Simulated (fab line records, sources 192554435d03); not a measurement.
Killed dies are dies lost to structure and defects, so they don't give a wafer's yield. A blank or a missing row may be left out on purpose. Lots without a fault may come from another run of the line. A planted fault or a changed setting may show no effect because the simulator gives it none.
Split-lot experiment | flow n5_finfet | 7 lots, 21 wafers read, on a route of 1938 steps

THE SPLIT
At N5_BEOL_M10_ETCH_41 (etches SiCN in CH3F/O2, target depth 42.6 nm, time 86 s), the setting source_w was moved away from the recipe's 395 W on 4 of the 21 wafers read, by -17.7% to -7.3%. The other wafers ran this setting at the recipe's value.

The reading is taken at the split's own step.

THE READING
rf_vpp_V, in V, at N5_BEOL_M10_ETCH_41 (etches SiCN in CH3F/O2, target depth 42.6 nm, time 86 s). Fault-free wafers of this fab line usually give 297.8 V, standard deviation 1.6 V.

wafer  | tool, chamber at the split | source_w as run, W | against the recipe | rf_vpp_V, V | against lot-mates on the recipe
L075.1 | rie_diel-05, 3             | 395                | recipe             | 298.8       | -
L075.2 | rie_diel-05, 0             | 395                | recipe             | 296.7       | -
L075.3 | rie_diel-05, 2             | 395                | recipe             | 298.7       | -
L076.3 | rie_diel-01, 2             | 366.2              | -7.3%              | 305.2       | +10.3
L076.4 | rie_diel-01, 3             | 395                | recipe             | 293.4       | -
L076.6 | rie_diel-01, 1             | 395                | recipe             | 296.3       | -
L081.1 | rie_diel-05, 3             | 395                | recipe             | 299.1       | -
L081.2 | rie_diel-05, 1             | 338.8              | -14.2%             | 313.9       | +15.7
L081.3 | rie_diel-05, 2             | 395                | recipe             | 297.3       | -
L083.1 | rie_diel-01, 1             | 395                | recipe             | 297.7       | -
L083.2 | rie_diel-01, 3             | 395                | recipe             | 294.7       | -
L083.3 | rie_diel-01, 2             | 395                | recipe             | 296.0       | -
L086.3 | rie_diel-04, 3             | 395                | recipe             | 298.2       | -
L086.4 | rie_diel-04, 0             | 395                | recipe             | 300.4       | -
L086.6 | rie_diel-04, 3             | 395                | recipe             | 297.6       | -
L089.1 | rie_diel-05, 2             | 395                | recipe             | 296.9       | -
L089.3 | rie_diel-05, 3             | 395                | recipe             | 300.5       | -
L089.4 | rie_diel-05, 1             | 325.9              | -17.5%             | 316.2       | +17.5
L090.4 | rie_diel-01, 2             | 324.9              | -17.7%             | 317.2       | +19.1
L090.5 | rie_diel-01, 2             | 395                | recipe             | 295.7       | -
L090.6 | rie_diel-01, 3             | 395                | recipe             | 300.5       | -

THE FIT
A straight line over all 21 wafers: rf_vpp_V changes by -1.1 V for each +1% of source_w; r = -0.96; the points scatter about the line by 1.9 V.
The same after taking each lot's own level away (the mean of its wafers on the recipe; 21 wafers): -1.07 V for each +1%; r = -0.97; scatter 1.5 V.
On that fit, the largest move of source_w shifts the reading by 19 V.
The lots' own levels span 294.85 to 298.73 V, that is 2.4 times the standard deviation above.
So the lot-to-lot level changes the slope little: the two slopes agree.
Check: with one of the wafers moved furthest among these (-17.7%) left out of the fit, the line predicts +19.1 V for it against its lot-mates. It came out at +19.1 V against them.
Tool readings at the split's step, against how far the setting was moved: rf_vpp_V r = -0.96.

OTHER SPLITS ON THESE WAFERS
These wafers also went through other splits before the reading. Each is held against what the fit with the lots' levels taken away leaves over:
other split on the same wafers | wafers away from the commonest value | r with rf_vpp_V (lot level and that fit taken away)
N5_BEOL_M9_ETCH_62 source_w    | 7                                    | -0.22
N5_BEOL_M9_COAT_22 spin_rpm    | 8                                    | -0.23
N5_BEOL_M10_ETCH_62 time_s     | 8                                    | -0.25
N5_BEOL_M10_VIA_ETCH_34 time_s | 9                                    | -0.36

THE FILE'S OWN FIT
rf_vpp_V changes by -1.08 V for each +1% of source_w, r = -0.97.
